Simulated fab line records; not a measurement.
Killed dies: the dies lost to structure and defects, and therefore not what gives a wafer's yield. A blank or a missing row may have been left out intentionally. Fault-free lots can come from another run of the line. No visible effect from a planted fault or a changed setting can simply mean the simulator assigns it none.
fab line records	flow n5-finfet
record: lots: 5	wafers: 15	last-day: 17
route steps=1938 shown HKMG_FIN@409 BEOL_M4@1111 PASSIVATION@1936
lots that met no fault: taken from a fault-free run of the same line
start-h: hours from the record's first day to the start of the lot's first wafer shown	wait-h: how many hours have passed since the lot's step before this one	" repeats the value in the row above	L1.1+2: a row that stands for several wafers	- either no value or no given start	* or withheld: withheld	< > ~ a bound
route shown NAME@n: names a module that has steps shown in the file, with the first one's number in the route	usual: the fault-free wafers' mean and standard deviation	same: alike in all rows	chamber/n: place in a boat	sites: each site's reading	_std_site: how widely they spread, as a standard deviation	_edge_site: inner sites' mean taken away from outer sites' mean	radius-mm: how far each site lies from the wafer's centre	mask NAME#n: copy n	behind: the last tool/chamber to shape the wafer	hold: cause of the lot's hold/its duration in hours/its outcome	device: which transistor (n, p or np) failed to switch	end of line: the route-end tests of the same wafers	where a step has no rows: the recipe by itself	killed: the dies lost at the first sort to structure and to defects; this is not the yield of the wafer	map: the dies of a wafer, with x for killed, . for not killed, _ for no die there
set.NAME: setting as actually run; set.NAME@STEP: the setting as run at that earlier step	model.NAME: the simulator's own value behind a step, which no gauge read
lots seen at some steps along the route; tables by step, rows by wafer
services: from which hour (start-h, from the record's first day; less than 0 if before it) a tool's chamber was out of use, for how many hours, and why
== steps ==
step: N5_HKMG_FIN_STRIP_60
recipe: chemistry: N2/H2	power-w: 2500	temp-c: 300	h2-frac: 0.65	time-s: 360	pressure-mtorr: withheld	n2-flow-sccm: 1750	h2-flow-sccm: 3250
usual: drypump-motor-current-A: 6.01/0.29	heater-power-w: 465/57
lot.wafer	tool	chamber	start-h	wait-h	drypump-motor-current-A	heater-power-w	rf-hours-counter-h
L513.3	plasma-asher-02	0	81.68	0.1	5.94	412	-
L513.4	"	1	"	"	6.37	541	-
L513.6	"	0	"	"	5.93	404	-
L516.3	plasma-asher-01	0	104.97	0.1	5.63	428	-
L516.4	"	1	"	"	5.71	425	-
L516.6	"	0	"	"	5.65	434	-
L522.2	plasma-asher-01	0	135.59	0.0	5.64	438	49
L522.4	"	0	"	"	5.65	426	-
L522.5	"	1	"	"	5.74	427	-
L530.2	plasma-asher-01	1	182.15	0.0	5.74	430	57
L530.5	"	0	"	"	5.67	434	-
L530.6	"	1	"	"	5.76	432	-
L533.1	plasma-asher-02	0	203.27	0.0	5.90	424	111
L533.4	"	1	"	"	6.39	546	-
L533.6	"	0	"	"	5.89	418	-
step: N5_HKMG_FIN_WET_ETCH_77
recipe: chemistry: dHCl	mix: 1:10000	temp-c: 25	target: La2O3	stop-on: HfO2	target-depth-nm: 2
step: N5_HKMG_FIN_WET_ETCH_78
recipe: chemistry: dNH4OH	mix: 1:50	temp-c: 25	target: Al2O3	stop-on: La2O3	target-depth-nm: 4.5	dry: ipa-marangoni	rinse-time-s: 30	rinse-temp-c: 23
step: N5_HKMG_FIN_ALD_79
recipe: material: TiN	target-thk-a: 15	temp-c: 400	ald-precursor-family: TiCl4	ald-co-reactant: NH3	pulse-time-s: 1	purge-time-s: 3	co-reactant-purge-time-s: 2	co-reactant-pulse-time-s: 2	ald-cycles: 68	pressure-torr: 3
usual: ald-cycles: 68/0	heater-power-w: 866/64	precursor-pulse-height-rel: 0.997/0.023
same: co-reactant-pulse-time-s: 2
lot.wafer	tool	chamber	start-h	wait-h	ald-cycles	heater-power-w	precursor-pulse-height-rel
L513.3	ald-metal-04	2	82.05	0.0	68	801	0.979
L513.4	"	1	"	"	68	850	1.004
L513.6	"	2	"	"	68	821	0.965
L516.3	ald-metal-02	3	105.34	0.0	68	813	0.990
L516.4	"	0	"	"	68	950	1.009
L516.6	"	1	"	"	68	881	0.981
L522.2	ald-metal-03	0	136.15	0.0	68	907	1.025
L522.4	"	2	"	"	68	912	1.055
L522.5	"	2	"	"	68	929	0.976
L530.2	ald-metal-02	3	182.64	0.0	68	793	0.955
L530.5	"	1	"	"	68	901	1.007
L530.6	"	2	"	"	68	868	0.997
L533.1	ald-metal-02	0	203.75	0.0	68	934	0.981
L533.4	"	3	"	"	68	806	1.014
L533.6	"	0	"	"	68	955	0.953
step: N5_HKMG_FIN_CVD_62
recipe: material: a-Si	target-thk-a: 30	temp-c: 500	precursor: Si2H6	pressure-torr: 1	time-s: 20.8
usual: heater-power-w: 1453/150
lot.wafer	tool	chamber	start-h	wait-h	heater-power-w
L513.3	thermal-cvd-si-02	2	82.41	0.2	1443
L513.4	"	0	"	"	1367
L513.6	"	1	"	"	1294
L516.3	thermal-cvd-si-02	2	105.70	0.2	1438
L516.4	"	2	"	"	1454
L516.6	"	1	"	"	1301
L522.2	thermal-cvd-si-01	0	136.51	0.2	1707
L522.4	"	1	"	"	1633
L522.5	"	0	"	"	1651
L530.2	thermal-cvd-si-01	0	183.00	0.2	1720
L530.5	"	2	"	"	1276
L530.6	"	1	"	"	1583
L533.1	thermal-cvd-si-02	1	204.11	0.2	1284
L533.4	"	0	"	"	1410
L533.6	"	1	"	"	1297
step: N5_HKMG_FIN_RTA_80
recipe: temp-c: withheld	time-s: 2	ambient: N2	idle-temp-c: 600	ramp-up-c-per-s: 150	ramp-down-c-per-s: 60	cool-to-c: 600
step: N5_HKMG_FIN_PRECLEAN_64
recipe: chemistry: dHF	time-s: 30	temp-c: 25	dilution: withheld
step: N5_HKMG_FIN_WET_ETCH_65
recipe: chemistry: TMAH	temp-c: 70	conc-wt-pct: 5	target: a-Si	stop-on: TiN	time-s: 49	target-depth-nm: 3
step: N5_HKMG_FIN_WET_ETCH_81
recipe: chemistry: SC1	target: TiN	stop-on: HfO2	mix: 1:1:5	temp-c: 60	time-s: 57	target-depth-nm: 6
step: N5_HKMG_FIN_WET_ETCH_82
recipe: chemistry: dHCl	mix: 1:10000	temp-c: 25	target: La2O3	stop-on: HfO2	target-depth-nm: 2	dry: ipa-marangoni	rinse-time-s: 30	rinse-temp-c: 23
step: N5_HKMG_FIN_ALD_36
recipe: material: TiN	target-thk-a: 10	temp-c: 400	ald-precursor-family: TiCl4	ald-co-reactant: NH3	pulse-time-s: 1	purge-time-s: 3	co-reactant-purge-time-s: 2	co-reactant-pulse-time-s: 2	ald-cycles: 47	pressure-torr: 3
usual: ald-cycles: 47/0	heater-power-w: 863/68	precursor-pulse-height-rel: 1.000/0.018
same: co-reactant-pulse-time-s: 2
lot.wafer	tool	chamber	start-h	wait-h	ald-cycles	heater-power-w	precursor-pulse-height-rel
L513.3	ald-metal-03	2	83.02	0.0	47	908	1.038
L513.4	"	0	"	"	47	914	1.009
L513.6	"	3	"	"	47	784	1.006
L516.3	ald-metal-04	2	106.15	0.0	47	830	0.996
L516.4	"	1	"	"	47	841	0.986
L516.6	"	3	"	"	47	956	0.993
L522.2	ald-metal-02	2	137.00	0.0	47	905	1.026
L522.4	"	3	"	"	47	816	0.991
L522.5	"	0	"	"	47	952	1.008
L530.2	ald-metal-02	1	183.41	0.0	47	882	1.024
L530.5	"	2	"	"	47	894	0.980
L530.6	"	3	"	"	47	803	1.003
L533.1	ald-metal-03	2	204.52	0.0	47	928	1.007
L533.4	"	1	"	"	47	815	0.995
L533.6	"	0	"	"	47	918	1.008
step: N5_HKMG_FIN_THK_MEAS_70
recipe: thk-meas-gauge: xrf	reads: HfO2_of_HKMG_FIN_HK_ALD_01
usual: HK_THK: 1.590/0.018
lot.wafer	tool	chamber	start-h	wait-h	HK_THK[nm]
L513.3	film-metro-02	-	83.31	0.2	1.590
L513.4	"	-	"	"	1.603
L513.6	"	-	"	"	1.610
L516.3	film-metro-01	-	106.43	0.2	1.604
L516.4	"	-	"	"	1.598
L516.6	"	-	"	"	1.590
L522.2	film-metro-02	-	137.28	0.2	1.628
L522.4	"	-	"	"	1.600
L522.5	"	-	"	"	1.595
L530.2	film-metro-01	-	183.69	0.2	1.578
L530.5	"	-	"	"	1.578
L530.6	"	-	"	"	1.579
L533.1	film-metro-02	-	204.80	0.2	1.580
L533.4	"	-	"	"	1.595
L533.6	"	-	"	"	1.623
step: N5_HKMG_FIN_PWFM_ALD_03
recipe: material: TiN	target-thk-a: 20	temp-c: 400	ald-precursor-family: TiCl4	ald-co-reactant: NH3	pulse-time-s: 1	purge-time-s: 3	co-reactant-purge-time-s: 2	co-reactant-pulse-time-s: 2	ald-cycles: 91	pressure-torr: 3
usual: ald-cycles: 91/0	heater-power-w: 866/64	precursor-pulse-height-rel: 0.998/0.021
same: co-reactant-pulse-time-s: 2
lot.wafer	tool	chamber	start-h	wait-h	ald-cycles	heater-power-w	precursor-pulse-height-rel
L513.3	ald-metal-02	2	83.35	0.0	91	881	1.016
L513.4	"	3	"	"	91	800	1.018
L513.6	"	1	"	"	91	882	1.030
L516.3	ald-metal-03	3	106.46	0.0	91	804	1.010
L516.4	"	1	"	"	91	822	1.003
L516.6	"	3	"	"	91	779	0.987
L522.2	ald-metal-03	3	137.32	0.0	85	772	0.991
L522.4	"	2	"	"	91	940	1.022
L522.5	"	2	"	"	91	929	1.003
L530.2	ald-metal-04	1	183.73	0.0	91	839	0.997
L530.5	"	1	"	"	91	825	1.003
L530.6	"	3	"	"	91	962	1.015
L533.1	ald-metal-04	3	204.84	0.0	91	946	1.017
L533.4	"	2	"	"	91	837	1.008
L533.6	"	1	"	"	91	831	0.989
step: N5_HKMG_FIN_COAT_29
recipe: resist: SOC	temp-c: 250	time-s: 60	spin-rpm: 1500	resist-thk-nm: 300
step: N5_BEOL_M4_RC_MEAS_101
usual: DIBL_N: 35.9/1.3	DIBL_P: 36.3/1.5	IOFF_N: 0.153/0.023	IOFF_P: 0.208/0.028	ION_N: 672/9.7	ION_P: 462/6.6	SS_N: 71.5/0.53	SS_P: 73.3/0.59	VT_N: 250.4/2.7	VT_P: -250.5/3
lot.wafer	tool	chamber	start-h	wait-h	DIBL_N[mV/V]	DIBL_P[mV/V]	IOFF_N[nA/um]	IOFF_P[nA/um]	ION_N[uA/um]	ION_P[uA/um]	SS_N[mV/dec]	SS_P[mV/dec]	VT_N[mV]	VT_P[mV]
L513.3	prober-01	0	184.27	0.3	35.6	35.2	0.147	0.181	671	457	70.9	73.0	252.3	-252.3
L513.4	"	0	"	"	36.5	36.6	0.162	0.203	681	468	71.7	74.2	249.1	-250.9
L513.6	"	0	"	"	37.0	37.0	0.182	0.213	678	459	72.2	73.9	250.1	-252.9
L516.3	prober-02	0	204.14	0.3	36.1	35.4	0.151	0.197	676	461	71.9	72.7	251.9	-251.2
L516.4	"	0	"	"	35.4	34.3	0.138	0.179	673	456	71.6	72.0	252.6	-251.9
L516.6	"	0	"	"	36.4	35.9	0.154	0.201	677	465	71.6	73.1	249.5	-251.9
L522.2	prober-01	0	236.79	0.2	36.9	36.5	0.159	0.197	676	463	71.3	73.0	250.8	-253.1
L522.4	"	0	"	"	34.8	33.6	0.120	0.189	657	460	70.9	72.9	251.8	-249.4
L522.5	"	0	"	"	35.7	35.6	0.136	0.224	666	468	71.0	73.1	252.3	-248.2
L530.2	prober-02	0	305.00	0.2	33.9	33.1	0.117	0.160	660	458	70.7	73.6	254.5	-253.8
L530.5	"	0	"	"	37.0	37.2	0.179	0.223	677	467	71.1	73.5	246.0	-249.7
L530.6	"	0	"	"	36.4	36.3	0.162	0.204	674	457	71.5	73.4	249.2	-250.0
L533.1	prober-02	0	313.17	0.0	36.0	37.0	0.158	0.206	682	463	71.5	73.6	249.5	-248.8
L533.4	"	0	"	"	36.5	37.6	0.170	0.213	671	457	72.0	74.4	249.0	-249.0
L533.6	"	0	"	"	35.9	36.4	0.157	0.202	674	462	71.7	73.3	247.9	-253.1
step: N5_PASSIVATION_PROBE_49
usual: defect-limited-yield: 91.1/1.5	killed_at_M0_to_M3: 35/9.5	killed_at_M4_up: 13/5.2	killed-at-contacts: 12/6.1	killed-at-front-end: 41/14	killed-at-other: 3.8/2.9	killed-dies: 105/17	killed-open: 70/13	killed-short: 33/8.4	sort_bin_5_function: 5.1/0.97	sort_bin_6_memory: 3.4/0.69	sort-n-pass: 1075/17	sort-yield-pct: 91.1/1.5
same: gross-dies: 1180	killed-at-back-side: 0	sort_bin_4_leakage[%]: 0	sort_bin_8_speed[%]: 0
lot.wafer	tool	chamber	start-h	wait-h	defect-limited-yield[%]	killed_at_M0_to_M3	killed_at_M4_up	killed-at-contacts	killed-at-front-end	killed-at-other	killed-dies	killed-open	killed-short	sort_bin_5_function[%]	sort_bin_6_memory[%]	sort-n-pass	sort-yield-pct[%]
L516.3	prober-01	-	316.14	0.1	90.9	44	15	12	31	5	107	73	32	4.7	4.1	1073	90.9
L516.4	prober-01	-	316.19	0.2	91.4	36	11	7	37	10	101	57	43	4.7	3.4	1079	91.4
L516.6	prober-01	-	316.29	0.3	89.7	56	19	12	31	3	121	89	31	6.2	3.9	1059	89.7
L522.2	prober-02	-	337.69	0.1	92.2	22	5	10	54	1	92	67	25	5.6	1.9	1088	92.2
L522.4	prober-02	-	337.79	0.2	91.0	29	15	8	49	5	106	74	30	4.5	4.2	1074	91.0
L522.5	prober-02	-	337.84	0.2	90.2	23	10	7	74	2	116	85	29	6.4	3.1	1064	90.2
L530.2	prober-01	-	411.98	0.1	88.8	28	7	25	71	1	132	93	39	7.5	3.6	1048	88.8
L530.5	prober-01	-	412.13	0.2	89.6	28	18	11	60	6	123	91	32	5.8	4.5	1057	89.6
L530.6	prober-01	-	412.18	0.3	90.3	24	12	13	64	2	115	84	31	6.1	3.4	1065	90.3
L533.4	prober-01	-	416.94	0.2	93.1	28	4	24	15	11	82	50	31	3.9	3.0	1098	93.1
killed by level:class
L516.3 BEOL_M1:geometric-particle:open=14 MOL_CONTACT_COAG:geometric-particle:open=9 BEOL_M0_SAQP:geometric-particle:open=8 FIN_SAQP:geometric-particle:open=7 BEOL_M0_SAQP:geometric-particle:short=7 BEOL_M4:geometric-particle:open=6 BEOL_M0:geometric-particle:open=5 BEOL_M1:geometric-particle:short=5
L516.4 FIN_SAQP:geometric-particle:open=13 FIN_SAQP:geometric-particle:short=11 BEOL_M0_SAQP:geometric-particle:short=10 BEOL_M0_SAQP:geometric-particle:open=8 MOL_CONTACT_COAG:geometric-particle:open=7 MIM_TOP:geometric-particle:short=7 BEOL_M0:geometric-particle:open=6 BEOL_M2:geometric-particle:open=4
L516.6 BEOL_M0:geometric-particle:open=17 BEOL_M0_SAQP:geometric-particle:open=14 MOL_CONTACT_COAG:geometric-particle:open=12 BEOL_M4:geometric-particle:open=12 BEOL_M0_SAQP:geometric-particle:short=11 FIN_SAQP:geometric-particle:short=6 BEOL_M3:geometric-particle:open=6 FIN_SAQP:geometric-particle:open=5
L522.2 STI_FIN_REVEAL:geometric-particle:open=14 FIN_SAQP:geometric-particle:short=10 MOL_CONTACT_COAG:geometric-particle:open=10 FIN_SAQP:geometric-particle:open=8 DUMMY_GATE:geometric-particle:open=6 BEOL_M3:geometric-particle:open=6 BEOL_M0_SAQP:geometric-particle:short=5 BEOL_M2:geometric-particle:open=5
L522.4 STI_FIN_REVEAL:geometric-particle:open=12 FIN_SAQP:geometric-particle:open=11 FIN_SAQP:geometric-particle:short=9 MOL_CONTACT_COAG:geometric-particle:open=7 BEOL_M4:geometric-particle:open=7 BEOL_M1:geometric-particle:open=6 BEOL_M3:geometric-particle:open=5 BEOL_M0_SAQP:geometric-particle:short=4
L522.5 STI_FIN_REVEAL:geometric-particle:open=35 FIN_SAQP:geometric-particle:short=12 FIN_SAQP:geometric-particle:open=11 MOL_CONTACT_COAG:geometric-particle:open=7 STI_FIN_REVEAL:geometric-particle:short=6 BEOL_M2:geometric-particle:open=5 DUMMY_GATE:geometric-particle:open=4 BEOL_M0_SAQP:geometric-particle:short=4
L530.2 STI_FIN_REVEAL:geometric-particle:open=28 MOL_CONTACT_COAG:geometric-particle:open=19 FIN_SAQP:geometric-particle:open=12 STI_FIN_REVEAL:geometric-particle:short=8 BEOL_M0_SAQP:geometric-particle:short=7 MOL_CONTACT_COAG:geometric-particle:short=6 BEOL_M0_SAQP:geometric-particle:open=6 BEOL_M1:geometric-particle:open=6
L530.5 FIN_SAQP:geometric-particle:open=20 STI_FIN_REVEAL:geometric-particle:open=17 MOL_CONTACT_COAG:geometric-particle:open=9 BEOL_M0_SAQP:geometric-particle:short=8 BEOL_M2:geometric-particle:open=8 BEOL_M4:geometric-particle:open=8 BEOL_M0_SAQP:geometric-particle:open=6 FIN_SAQP:geometric-particle:short=5
L530.6 FIN_SAQP:geometric-particle:open=25 STI_FIN_REVEAL:geometric-particle:open=13 MOL_CONTACT_COAG:geometric-particle:open=11 FIN_SAQP:geometric-particle:short=6 BEOL_M0_SAQP:geometric-particle:short=6 BEOL_M3:geometric-particle:open=5 BEOL_M5:geometric-particle:open=5 DUMMY_GATE:geometric-particle:open=3
L533.4 MOL_CONTACT_COAG:geometric-particle:open=18 MOL_CONTACT_COAG:geometric-particle:short=6 BEOL_M0_SAQP:geometric-particle:short=6 BEOL_M0_SAQP:geometric-particle:open=6 BEOL_M3:geometric-particle:open=5 BEOL_M0:geometric-particle:short=4 MIM_TOP:geometric-particle:short=4 STI_FIN_REVEAL:geometric-particle:open=3
== services ==
tool	chamber	start-h	hours	kind
ald-metal-02	1	85.08	-	calibration
thermal-cvd-si-02	0	128.86	6.9	repair
ald-metal-04	0	140.80	8.0	repair
ald-metal-03	-	162.67	2.8	pm
ald-metal-04	0	179.39	16.4	repair
ald-metal-04	-	187.95	1.2	pm
ald-metal-02	-	189.88	0.6	repair
== key ==
first-sign: step: N5_HKMG_FIN_PWFM_ALD_03	reading: ald-cycles	direction: down	sigmas: 99+	usual: *	struck: *
effect none on later readings
met-at N5_HKMG_FIN_PWFM_ALD_03
struck-wafers L522.2
onset-between 106.46 137.32
fault: kind: process-parameter-drift	tool: ald-metal-03	chamber: 3	onset-h: 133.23	steps: N5_HKMG_FIN_PWFM_ALD_03	channel: ald-cycles	offset: *	shape: step	end-h: 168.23	acts-in: *	stated: *
